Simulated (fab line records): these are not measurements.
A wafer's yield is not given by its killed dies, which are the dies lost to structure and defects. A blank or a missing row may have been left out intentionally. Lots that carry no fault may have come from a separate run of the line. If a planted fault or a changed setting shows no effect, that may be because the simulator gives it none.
Comparing a struck lot with a sound one || flow nand-harc || 12 out of 1302 route steps
Sound: wafers L243.3, L243.4, L243.6. Struck: wafers L236.1, L236.2, L236.5. The cause is given at the end.
For every step that has rows: the tool of each side, followed by ch and its chambers, followed by its first start. Under that, the readings that differ: sound wafers || struck wafers || difference of the means || sigmas: that difference in standard deviations of wafers without a fault.
alike: words and numbers the same on both sides, and readings whose means are apart by under 2 such deviations; not compared: readings that were withheld, readings missing a value for some wafer, numbers with overlapping values and no deviation given by the record, and bounds like >300 which may hide the same value.
A row with sigmas, a row that says differs or no value, or rows on one side alone: a step with any of these is where the two part. When numbers do not overlap yet have no deviation, they are printed without sigmas and do not part them. Lack of a reading on every wafer of one side parts them only where that side has two or more wafers.

first, 1 step without rows for these wafers: NHARC_A_CHANNEL_FILL_D2_SRD_12.
NHARC_A_CHANNEL_FILL_D2_RTA_24: time 5 s.
  sound on rtp-anneal-01 ch 0, day 25 00:24; struck on rtp-anneal-02 ch 0, day 21 13:01
  alike: lamp-power-pct, lamp_zone_7_pct, wafer_temp_C_max
NHARC_A_CHANNEL_FILL_D2_INSPECT_13:
  sound on defect-inspect-02 at day 25 00:33; struck on defect-inspect-01 at day 21 13:13
  alike: raw-defect-count
NHARC_A_STAIRCASE_DEP_156: deposits SiNx, target thk 50 nm.
  sound on pecvd-03 ch 0,1,2, day 25 00:37; struck on pecvd-02 ch 1,2, day 21 13:19
  alike: heater-power-w
then, 6 steps without rows for these wafers: NHARC_A_STAIRCASE_DEHYDRATE_158 (time 120 s); NHARC_A_STAIRCASE_HMDS_159 (time 30 s); NHARC_A_STAIRCASE_COAT_160; NHARC_A_STAIRCASE_SOFTBAKE_161 (time 170 s); NHARC_A_STAIRCASE_EBR_162; NHARC_A_STAIRCASE_EXPOSE_163 (exposes mask STAIR OPEN).
NHARC_A_STAIRCASE_PEB_164: peb time 130 s.
  struck on litho-track-07, day 21 13:50; sound on litho-track-03 ch 0, day 25 01:21
  no value came back on the struck wafers for chill-plate-temp-C (C), exhaust-pa (Pa); on the sound wafers chill-plate-temp-C (C) reads 22.82 23.00 23.16
then, 1 step without rows for these wafers: NHARC_A_STAIRCASE_DEVELOP_165 (time 140 s).

== WHERE THEY PART ==
Within this record, at NHARC_A_STAIRCASE_PEB_164 only.

WHY: what had been put in by the simulator
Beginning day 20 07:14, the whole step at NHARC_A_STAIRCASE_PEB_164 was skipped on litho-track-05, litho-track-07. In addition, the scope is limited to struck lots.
